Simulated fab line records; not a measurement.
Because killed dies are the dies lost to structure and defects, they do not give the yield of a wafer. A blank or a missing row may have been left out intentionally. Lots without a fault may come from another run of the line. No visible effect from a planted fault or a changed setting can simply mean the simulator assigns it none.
Which tool is to blame?	flow nand-harc	69 wafers from 23 lots sampled at 6 of the route's 1302 steps

## WHAT THE GAUGES READ, wafer by wafer
Not one reading of a measure or inspect step in the record can be checked against a usual standard deviation.

## TOOL THAT RAN EACH LOT (tool first, then ch and the chambers of the sampled wafers, then the start)
lot	NHARC_A_STAIRCASE_TRIM_196	NHARC_A_STAIRCASE_ETCH_199	NHARC_A_STAIRCASE_TRIM_220	NHARC_A_STAIRCASE_TRIM_231	NHARC_A_STAIRCASE_ETCH_234	NHARC_A_STAIRCASE_ETCH_236
L074	rie-diel-11 ch 0,2, day 15 21:32	rie-diel-11 ch 1,3, day 16 02:21 or earlier	rie-diel-11 ch 0,1,2, day 16 02:21	rie-diel-11 ch 1,2,3, no start	rie-diel-11 ch 0,1,3, no start	rie-diel-11 ch 2,3, no start
L075	rie-diel-13 ch 1,2, day 16 10:14	rie-diel-13 ch 0,3, day 16 12:54 or earlier	rie-diel-11 ch 2,3, day 16 12:54	rie-diel-04 ch 1,2,3, no start	rie-diel-04 ch 0,1,2, no start	rie-diel-04 ch 0,1, no start
L076	rie-diel-13 ch 0,1,2, day 17 04:05	rie-diel-13 ch 0,1,2, day 17 06:46 or earlier	rie-diel-11 ch 0,1,2, day 17 06:46	rie-diel-04 ch 0,2,3, no start	rie-diel-04 ch 0,1,3, no start	rie-diel-04 ch 0,1,3, no start
L077	rie-diel-11 ch 0,3, day 17 05:07	rie-diel-11 ch 0,1, day 17 07:48 or earlier	rie-diel-11 ch 0,1,3, day 17 07:48	rie-diel-04 ch 0,2,3, no start	rie-diel-04 ch 2,3, no start	rie-diel-04 ch 0,2, no start
L078	rie-diel-04 ch 0,2, day 17 15:35	rie-diel-04 ch 1,2, day 17 18:09 or earlier	rie-diel-13 ch 1,3, day 17 18:09	rie-diel-13 ch 0,1, no start	rie-diel-13 ch 0,1, no start	rie-diel-13 ch 1,3, no start
L080	rie-diel-04 ch 0,2,3, day 18 16:32	rie-diel-04 ch 0,2,3, day 18 19:03 or earlier	rie-diel-04 ch 1,2, day 18 19:03	rie-diel-04 ch 0,1,3, no start	rie-diel-04 ch 0,1, no start	rie-diel-04 ch 0,1, no start
L079	rie-diel-13 ch 2,3, day 18 16:34	rie-diel-13 ch 0,2,3, day 18 20:22 or earlier	rie-diel-04 ch 0,1,2, day 18 20:22	rie-diel-13 ch 0,2, no start	rie-diel-13 ch 0,2,3, no start	rie-diel-13 ch 0,3, no start
L081	rie-diel-04 ch 1,2,3, day 19 01:16	rie-diel-04 ch 1,2, day 19 04:32 or earlier	rie-diel-13 ch 0,3, day 19 04:32	rie-diel-13 ch 0,3, no start	rie-diel-13 ch 2,3, no start	rie-diel-13 ch 0,2,3, no start
L082	rie-diel-04 ch 1,2, day 19 10:58	rie-diel-04 ch 2,3, day 19 13:43 or earlier	rie-diel-13 ch 2,3, day 19 13:43	rie-diel-13 ch 2,3, no start	rie-diel-13 ch 2,3, no start	rie-diel-13 ch 0,2, no start
L083	rie-diel-11 ch 0,1,2, day 19 21:07	rie-diel-11 ch 0,3, day 19 23:55 or earlier	rie-diel-13 ch 0,1,2, day 19 23:55	rie-diel-13 ch 0,2, no start	rie-diel-13 ch 0,3, no start	rie-diel-13 ch 1,3, no start
L084	rie-diel-13 ch 0,1,2, day 20 07:02	rie-diel-13 ch 0,1,2, day 20 09:59 or earlier	rie-diel-04 ch 0,2,3, day 20 09:59	rie-diel-04 ch 0,1, no start	rie-diel-04 ch 1,2,3, no start	rie-diel-04 ch 1,2,3, no start
L085	rie-diel-13 ch 0,3, day 20 07:37	rie-diel-13 ch 0,3, day 20 10:24 or earlier	rie-diel-04 ch 0,1,2, day 20 10:24	rie-diel-13 ch 0,2, no start	rie-diel-13 ch 1,3, no start	rie-diel-13 ch 0,1,3, no start
L087	rie-diel-11 ch 2,3, day 20 21:14	rie-diel-11 ch 0,2,3, day 20 23:54 or earlier	rie-diel-04 ch 0,1,3, day 20 23:54	rie-diel-11 ch 0,1, no start	rie-diel-11 ch 2,3, no start	rie-diel-11 ch 0,1,3, no start
L086	rie-diel-13 ch 0,1,3, day 20 22:52	rie-diel-13 ch 0,3, day 21 01:37 or earlier	rie-diel-04 ch 2,3, day 21 01:37	rie-diel-13 ch 2,3, no start	rie-diel-13 ch 0,3, no start	rie-diel-13 ch 0,1,2, no start
L088	rie-diel-13 ch 1,3, day 21 20:57	rie-diel-13 ch 0,3, day 21 23:28 or earlier	rie-diel-13 ch 1,3, day 21 23:28	rie-diel-13 ch 2,3, no start	rie-diel-13 ch 2,3, no start	rie-diel-13 ch 1,2,3, no start
L089	rie-diel-11 ch 1,2,3, day 22 13:50	rie-diel-11 ch 0,1,3, day 22 16:28 or earlier	rie-diel-04 ch 0,1,2, day 22 16:28	rie-diel-04 ch 0,3, no start	rie-diel-04 ch 1,3, no start	rie-diel-04 ch 0,2, no start
L090	rie-diel-13 ch 0,1, day 22 14:01	rie-diel-13 ch 1,2,3, day 22 17:22 or earlier	rie-diel-11 ch 2,3, day 22 17:22	rie-diel-11 ch 0,3, no start	rie-diel-11 ch 0,2, no start	rie-diel-11 ch 0,1,3, no start
L092	rie-diel-11 ch 2,3, day 23 16:52	rie-diel-11 ch 0,1,2, day 23 19:38 or earlier	rie-diel-11 ch 1,2, day 23 19:38	rie-diel-11 ch 0,1,3, no start	rie-diel-11 ch 2,3, no start	rie-diel-11 ch 0,3, no start
L091	rie-diel-04 ch 0,3, day 23 16:55	rie-diel-04 ch 0,3, day 23 20:01 or earlier	rie-diel-13 ch 1,3, day 23 20:01	rie-diel-04 ch 0,1,3, no start	rie-diel-04 ch 0,1, no start	rie-diel-04 ch 1,3, no start
L093	rie-diel-13 ch 0,2,3, day 24 03:11	rie-diel-13 ch 1,2,3, day 24 06:20 or earlier	rie-diel-11 ch 2,3, day 24 06:20	rie-diel-13 ch 0,2,3, no start	rie-diel-13 ch 0,1,3, no start	rie-diel-13 ch 0,1,3, no start
L094	rie-diel-13 ch 0,1,3, day 25 09:42	rie-diel-13 ch 0,2, day 25 12:45 or earlier	rie-diel-04 ch 0,1, day 25 12:45	rie-diel-04 ch 1,3, no start	rie-diel-04 ch 0,3, no start	rie-diel-04 ch 0,1,3, no start
L096	rie-diel-04 ch 0,1,3, day 25 15:32	rie-diel-04 ch 0,3, day 25 18:44 or earlier	rie-diel-13 ch 0,2,3, day 25 18:44	rie-diel-11 ch 0,1,3, no start	rie-diel-11 ch 1,2,3, no start	rie-diel-11 ch 0,1,3, no start
L097	rie-diel-04 ch 0,3, day 26 02:33	rie-diel-04 ch 0,1,3, day 26 05:07 or earlier	rie-diel-11 ch 2,3, day 26 05:07	rie-diel-11 ch 0,2,3, no start	rie-diel-11 ch 0,1, no start	rie-diel-11 ch 1,2,3, no start
- NHARC_A_STAIRCASE_TRIM_196: chemistry O2, time 211.2 s.
- NHARC_A_STAIRCASE_ETCH_199: etches the open film in C4F8/O2, target depth 100 nm, time 40.5 s.
- NHARC_A_STAIRCASE_TRIM_220: chemistry O2, time 211.2 s.
- NHARC_A_STAIRCASE_TRIM_231: chemistry O2, time 211.2 s.
- NHARC_A_STAIRCASE_ETCH_234: etches the open film in C4F8/O2, target depth 100 nm, time 40.5 s.
- NHARC_A_STAIRCASE_ETCH_236: etches the open film in C4F8/O2, target depth 100 nm, time 40.5 s.

## AS READ BY THE TOOLS THEMSELVES (means over the sampled wafers that have a number; for cases with no such wafer, the mark the record gives instead)
NHARC_A_STAIRCASE_TRIM_196. Usual: drypump-motor-current-A 5.7 A, standard deviation 0.47; mfc-ar-sccm 0.002 sccm, standard deviation 0.0043; oes-product-au 1.001 a.u., standard deviation 0.0098; rf-vpp-V 57.8 V, standard deviation 0.92; showerhead-plenum-p-Torr 3.54 Torr, standard deviation 0.18; throttle-valve-pct 17.037 %, standard deviation 0.0099.
lot	tool	drypump-motor-current-A (A)	mfc-ar-sccm (sccm)	oes-product-au (a.u.)	rf-vpp-V (V)	showerhead-plenum-p-Torr (Torr)	throttle-valve-pct (%)	flag
L074	rie-diel-11	5.8	0.005	0.994	57.6	3.58	17.034	
L075	rie-diel-13	5.4	0.000	1.009	58.4	3.69	17.031	
L076	rie-diel-13	5.6	0.000	1.007	58.6	3.65	17.035	
L077	rie-diel-11	5.5	0.011	1.009	57.6	3.44	17.045	
L078	rie-diel-04	5.6	0.001	1.001	57.2	3.38	17.040	
L080	rie-diel-04	5.6	0.001	0.993	58.4	3.39	17.046	
L079	rie-diel-13	5.9	0.002	1.008	58.9	3.52	17.032	
L081	rie-diel-04	5.2	0.001	0.998	57.7	3.42	17.034	
L082	rie-diel-04	5.1	0.001	1.004	57.6	3.52	17.027	
L083	rie-diel-11	5.7	0.005	0.998	58.4	3.64	17.025	
L084	rie-diel-13	5.6	0.000	0.997	58.5	3.63	17.035	
L085	rie-diel-13	6.2	0.002	1.012	58.2	3.43	17.046	
L087	rie-diel-11	5.5	0.000	0.998	58.2	3.73	17.036	
L086	rie-diel-13	5.9	0.002	1.002	57.9	3.51	17.028	
L088	rie-diel-13	6.0	0.004	1.002	56.9	3.44	17.046	
L089	rie-diel-11	5.6	0.000	0.992	58.1	3.61	17.039	
L090	rie-diel-13	5.8	0.000	0.996	57.6	3.58	17.030	
L092	rie-diel-11	5.4	0.000	0.992	58.1	3.71	17.039	
L091	rie-diel-04	5.6	0.000	0.994	57.2	3.40	17.032	
L093	rie-diel-13	6.0	0.002	1.008	57.7	3.63	17.037	
L094	rie-diel-13	5.9	0.002	1.010	58.3	3.68	17.044	
L096	rie-diel-04	5.5	0.000	0.998	58.3	3.49	17.045	
L097	rie-diel-04	5.9	0.000	0.996	57.3	3.46	17.035	

NHARC_A_STAIRCASE_ETCH_199. Usual: oes-product-au 0.942 a.u., standard deviation 0.012; rf-vpp-V 897 V, standard deviation 6.6.
lot	tool	oes-product-au (a.u.)	rf-vpp-V (V)	flag
L074	rie-diel-11	0.938	896	
L075	rie-diel-13	0.956	891	
L076	rie-diel-13	0.958	900	
L077	rie-diel-11	0.946	890	
L078	rie-diel-04	0.957	896	
L080	rie-diel-04	0.935	891	
L079	rie-diel-13	0.954	894	
L081	rie-diel-04	0.955	891	
L082	rie-diel-04	0.943	888	
L083	rie-diel-11	0.941	906	
L084	rie-diel-13	0.937	900	
L085	rie-diel-13	0.952	893	
L087	rie-diel-11	0.940	903	
L086	rie-diel-13	0.950	892	
L088	rie-diel-13	0.935	892	
L089	rie-diel-11	0.948	899	
L090	rie-diel-13	0.916	896	
L092	rie-diel-11	0.946	899	
L091	rie-diel-04	0.949	893	
L093	rie-diel-13	0.952	902	
L094	rie-diel-13	0.938	895	
L096	rie-diel-04	0.932	891	
L097	rie-diel-04	0.937	894	

NHARC_A_STAIRCASE_TRIM_220. Usual: drypump-motor-current-A 5.7 A, standard deviation 0.46; mfc-ar-sccm 0.002 sccm, standard deviation 0.0047; oes-product-au 0.998 a.u., standard deviation 0.0077; rf-vpp-V 57.9 V, standard deviation 0.95; showerhead-plenum-p-Torr 3.55 Torr, standard deviation 0.17; throttle-valve-pct 17.037 %, standard deviation 0.0095.
lot	tool	drypump-motor-current-A (A)	mfc-ar-sccm (sccm)	oes-product-au (a.u.)	rf-vpp-V (V)	showerhead-plenum-p-Torr (Torr)	throttle-valve-pct (%)	flag
L074	rie-diel-11	5.7	0.005	0.995	58.1	3.48	17.038	
L075	rie-diel-11	5.6	0.000	0.990	58.6	3.74	17.035	
L076	rie-diel-11	5.7	0.005	0.992	56.8	3.47	17.037	
L077	rie-diel-11	5.5	0.005	1.001	56.2	3.48	17.038	
L078	rie-diel-13	6.0	0.004	0.992	57.6	3.46	17.043	
L080	rie-diel-04	5.1	0.001	0.999	58.3	3.52	17.030	
L079	rie-diel-04	5.5	0.001	1.001	57.4	3.49	17.031	
L081	rie-diel-13	6.2	0.002	1.003	57.4	3.44	17.034	
L082	rie-diel-13	6.1	0.004	1.005	57.3	3.40	17.042	
L083	rie-diel-13	5.6	0.000	1.002	57.8	3.63	17.031	
L084	rie-diel-04	5.6	0.001	0.992	57.0	3.38	17.031	
L085	rie-diel-04	5.5	0.001	1.005	57.5	3.49	17.039	
L087	rie-diel-04	5.5	0.000	1.001	57.4	3.50	17.040	
L086	rie-diel-04	5.2	0.001	0.998	56.9	3.30	17.041	
L088	rie-diel-13	6.0	0.004	1.001	57.3	3.44	17.035	
L089	rie-diel-04	5.5	0.001	0.998	57.7	3.48	17.033	
L090	rie-diel-11	5.6	0.000	0.993	58.1	3.71	17.046	
L092	rie-diel-11	5.7	0.000	1.002	57.6	3.49	17.034	
L091	rie-diel-13	6.0	0.004	1.002	59.4	3.78	17.042	
L093	rie-diel-11	5.6	0.000	0.998	58.2	3.70	17.040	
L094	rie-diel-04	5.4	0.000	0.995	58.6	3.59	17.047	
L096	rie-diel-13	6.0	0.002	1.000	57.6	3.63	17.032	
L097	rie-diel-11	5.6	0.000	1.002	58.3	3.70	17.043	

NHARC_A_STAIRCASE_TRIM_231. Usual: drypump-motor-current-A 5.7 A, standard deviation 0.48; mfc-ar-sccm 0.002 sccm, standard deviation 0.0046; oes-product-au 0.999 a.u., standard deviation 0.0091; rf-vpp-V 57.7 V, standard deviation 0.89; showerhead-plenum-p-Torr 3.53 Torr, standard deviation 0.17; throttle-valve-pct 17.035 %, standard deviation 0.0088.
lot	tool	drypump-motor-current-A (A)	mfc-ar-sccm (sccm)	oes-product-au (a.u.)	rf-vpp-V (V)	showerhead-plenum-p-Torr (Torr)	throttle-valve-pct (%)	flag
L074	rie-diel-11	5.6	0.000	0.996	57.7	3.63	17.038	
L075	rie-diel-04	5.2	0.001	1.004	57.5	3.43	17.035	
L076	rie-diel-04	5.6	0.001	0.987	57.2	3.40	17.026	
L077	rie-diel-04	5.6	0.001	0.989	57.6	3.40	17.035	
L078	rie-diel-13	5.8	0.000	1.000	58.3	3.60	17.030	
L080	rie-diel-04	5.5	0.000	0.994	56.9	3.51	17.032	
L079	rie-diel-13	5.8	0.000	1.003	57.9	3.59	17.041	
L081	rie-diel-13	6.3	0.004	1.003	57.1	3.36	17.028	
L082	rie-diel-13	5.9	0.002	1.004	58.0	3.52	17.034	
L083	rie-diel-13	6.0	0.000	1.010	57.9	3.55	17.034	
L084	rie-diel-04	5.9	0.000	1.001	57.5	3.58	17.032	
L085	rie-diel-13	5.9	0.000	1.005	57.5	3.54	17.036	
L087	rie-diel-11	5.7	0.005	1.006	57.2	3.53	17.033	
L086	rie-diel-13	5.9	0.002	0.997	57.6	3.51	17.030	
L088	rie-diel-13	5.9	0.002	1.002	57.0	3.50	17.039	
L089	rie-diel-04	5.6	0.000	0.998	57.4	3.40	17.043	
L090	rie-diel-11	5.5	0.011	1.000	57.8	3.78	17.036	
L092	rie-diel-11	5.5	0.005	0.995	57.9	3.63	17.033	
L091	rie-diel-04	5.5	0.000	0.993	58.6	3.49	17.039	
L093	rie-diel-13	6.0	0.002	1.009	58.5	3.63	17.035	
L094	rie-diel-04	5.1	0.000	0.996	57.7	3.51	17.028	
L096	rie-diel-11	5.5	0.005	0.992	58.0	3.62	17.034	
L097	rie-diel-11	5.6	0.005	0.996	58.3	3.73	17.037	

NHARC_A_STAIRCASE_ETCH_234. Usual: oes-product-au 0.941 a.u., standard deviation 0.011; rf-vpp-V 896 V, standard deviation 6.6.
lot	tool	oes-product-au (a.u.)	rf-vpp-V (V)	flag
L074	rie-diel-11	0.934	895	
L075	rie-diel-04	0.931	895	
L076	rie-diel-04	0.934	896	
L077	rie-diel-04	0.950	888	
L078	rie-diel-13	0.936	901	
L080	rie-diel-04	0.924	898	
L079	rie-diel-13	0.948	895	
L081	rie-diel-13	0.938	895	
L082	rie-diel-13	0.944	895	
L083	rie-diel-13	0.942	893	
L084	rie-diel-04	0.938	891	
L085	rie-diel-13	0.942	892	
L087	rie-diel-11	0.936	904	
L086	rie-diel-13	0.957	892	
L088	rie-diel-13	0.942	891	
L089	rie-diel-04	0.945	896	
L090	rie-diel-11	0.943	904	
L092	rie-diel-11	0.942	903	
L091	rie-diel-04	0.947	899	
L093	rie-diel-13	0.942	901	
L094	rie-diel-04	0.938	891	
L096	rie-diel-11	0.935	898	
L097	rie-diel-11	0.937	896	

NHARC_A_STAIRCASE_ETCH_236. Usual: oes-product-au 0.941 a.u., standard deviation 0.011; rf-vpp-V 896 V, standard deviation 6.6.
lot	tool	oes-product-au (a.u.)	rf-vpp-V (V)	flag
L074	rie-diel-11	0.940	903	
L075	rie-diel-04	0.930	899	
L076	rie-diel-04	0.951	896	
L077	rie-diel-04	0.942	891	
L078	rie-diel-13	0.936	899	
L080	rie-diel-04	0.935	899	
L079	rie-diel-13	0.951	889	
L081	rie-diel-13	0.941	894	
L082	rie-diel-13	0.936	898	
L083	rie-diel-13	0.932	893	
L084	rie-diel-04	0.940	891	
L085	rie-diel-13	0.958	895	
L087	rie-diel-11	0.948	900	
L086	rie-diel-13	0.939	899	
L088	rie-diel-13	0.942	896	
L089	rie-diel-04	0.934	893	
L090	rie-diel-11	0.937	899	
L092	rie-diel-11	0.926	903	
L091	rie-diel-04	0.936	895	
L093	rie-diel-13	0.948	902	
L094	rie-diel-04	0.938	893	
L096	rie-diel-11	0.929	899	
L097	rie-diel-11	0.935	898	

## THE ANSWER, worked out from the rows above alone
Rule: a lot is off if the mean of its wafers that have a number lies more than 3 standard deviations from the usual mean. Also off: a lot with no number at a reading for which 4 or more lots have one. The other lots that the step has rows for count as sound. After the gauges, taken in route order, come the tools' own readings; for these a lot's mean is taken, as printed above. At the first step where some lot is off, the reading lying furthest off is the one used; lots without a number count as furthest.
Nothing can be told from this: no lot is off at any reading shown.

## WHAT THE SIMULATOR HAD INSERTED
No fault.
